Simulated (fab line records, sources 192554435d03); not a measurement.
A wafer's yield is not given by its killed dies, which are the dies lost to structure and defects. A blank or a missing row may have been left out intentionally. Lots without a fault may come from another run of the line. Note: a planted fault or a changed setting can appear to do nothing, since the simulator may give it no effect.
One fault through the eyes of 3 desks / flow n5 finfet / only its own numbers are on each desk; what lay behind them is given at the end

== AT THE TOOL OWNER'S DESK: pecvd-03 ==
The tool's own readings at N5_PASSIVATION_PECVD_01 (deposits SiNx from SiH4/NH3/N2, target thk 200 nm, time 43.2 s): means of the sampled wafers that have a number, for each lot that ran on this tool. Marked OUT: a lot whose mean sits more than 4 standard deviations from the usual mean, which makes it out of limits; the brackets give that distance.
Columns: A = heater power w at N5_PASSIVATION_PECVD_01, usual 395 W; B = showerhead plenum p Torr at N5_PASSIVATION_PECVD_01, usual 8.70 Torr; C = throttle valve pct at N5_PASSIVATION_PECVD_01, usual 29.5 %
lot=L216; first seen here=day 12 10:25; A=379; B=8.68; C=29.2
lot=L223; first seen here=day 14 02:21; A=416; B=8.70; C=28.9
lot=L224; first seen here=day 14 03:47; A=452; B=8.78; C=28.1
lot=L227; first seen here=day 15 22:44; A=367; B=8.72; C=29.1
lot=L229; first seen here=day 16 06:26; A=416; B=8.65; C=29.7
This desk's finding: nothing out of limits on any of the 5 lots.

== METROLOGY DESK ==
Means of the sampled wafers that have a number, per lot and without regard to the tool the lot ran on: this is what the gauges read. Marked OUT: a lot whose mean sits more than 4 standard deviations from the usual mean, which makes it out of limits; the brackets give that distance. Readings shown: 7 of its 10, picked as those furthest out on some lot.
Columns: A = DIBL_P at N5_BEOL_M4_RC_MEAS_101, usual 35.8 mV/V; B = IOFF_N at N5_BEOL_M4_RC_MEAS_101, usual 0.15 nA/um; C = ION_N at N5_BEOL_M4_RC_MEAS_101, usual 672 uA/um; D = ION_P at N5_BEOL_M4_RC_MEAS_101, usual 462 uA/um; E = SS_N at N5_BEOL_M4_RC_MEAS_101, usual 71.5 mV/dec; F = SS_P at N5_BEOL_M4_RC_MEAS_101, usual 73.2 mV/dec; G = VT_N at N5_BEOL_M4_RC_MEAS_101, usual 250 mV
lot=L216; first seen here=day 8 08:36; A=36.0; B=0.14; C=659; D=466; E=71.0; F=73.5; G=253
lot=L222; first seen here=day 9 11:01; A=35.4; B=0.15; C=673; D=459; E=70.7; F=72.8; G=249
lot=L219; first seen here=day 9 12:59; A=35.2; B=0.15; C=664; D=460; E=71.9; F=73.2; G=252
lot=L223; first seen here=day 9 13:34; A=39.4; B=0.20; C=688; D=459; E=72.8; F=74.1; G=246
lot=L224; first seen here=day 10 04:37; A=36.3; B=0.15; C=665; D=458; E=72.4; F=73.2; G=252
lot=L227; first seen here=day 11 13:04; A=35.5; B=0.17; C=675; D=468; E=71.0; F=73.2; G=249
lot=L229; first seen here=day 11 21:35; A=35.7; B=0.14; C=675; D=462; E=71.3; F=72.9; G=251
lot=L237; first seen here=day 13 22:01; A=38.3; B=0.17; C=682; D=467; E=71.9; F=74.2; G=249
lot=L236; first seen here=day 13 22:16; A=38.5; B=0.15; C=667; D=457; E=71.7; F=73.3; G=251
lot=L238; first seen here=day 14 01:53; A=35.0; B=0.15; C=682; D=474; E=71.1; F=72.7; G=251
This desk's finding: nothing out of limits on any of the 10 lots.

== THE DEFECT DESK ==
Counts from the inspections along the route, per lot, as means over the sampled wafers that have a number. Marked OUT: a lot whose mean sits more than 4 standard deviations from the usual mean, which makes it out of limits; the brackets give that distance.
Columns: A = raw defect count at N5_PASSIVATION_INSPECT_57, usual 2.0
lot=L216; first seen here=day 12 19:32; A=2.0
lot=L223; first seen here=day 14 10:09; A=2.0
lot=L219; first seen here=day 14 10:38; A=1.3
lot=L222; first seen here=day 14 12:08; A=2.7
lot=L224; first seen here=day 14 14:16; A=2.7
lot=L227; first seen here=day 16 08:33; A=2.7
lot=L229; first seen here=day 16 14:43; A=2.3
lot=L237; first seen here=day 18 01:12; A=2.7
lot=L238; first seen here=day 18 06:29; A=2.0
lot=L236; first seen here=day 18 09:50; A=2.3
This desk's finding: nothing out of limits on any of the 10 lots.

== TAKEN TOGETHER ==
The tool owner's desk saw nothing out of limits.
From the metrology desk's view, nothing was out of limits.
The defect desk saw nothing out of limits.

== WHAT THE SIMULATOR PUT IN ==
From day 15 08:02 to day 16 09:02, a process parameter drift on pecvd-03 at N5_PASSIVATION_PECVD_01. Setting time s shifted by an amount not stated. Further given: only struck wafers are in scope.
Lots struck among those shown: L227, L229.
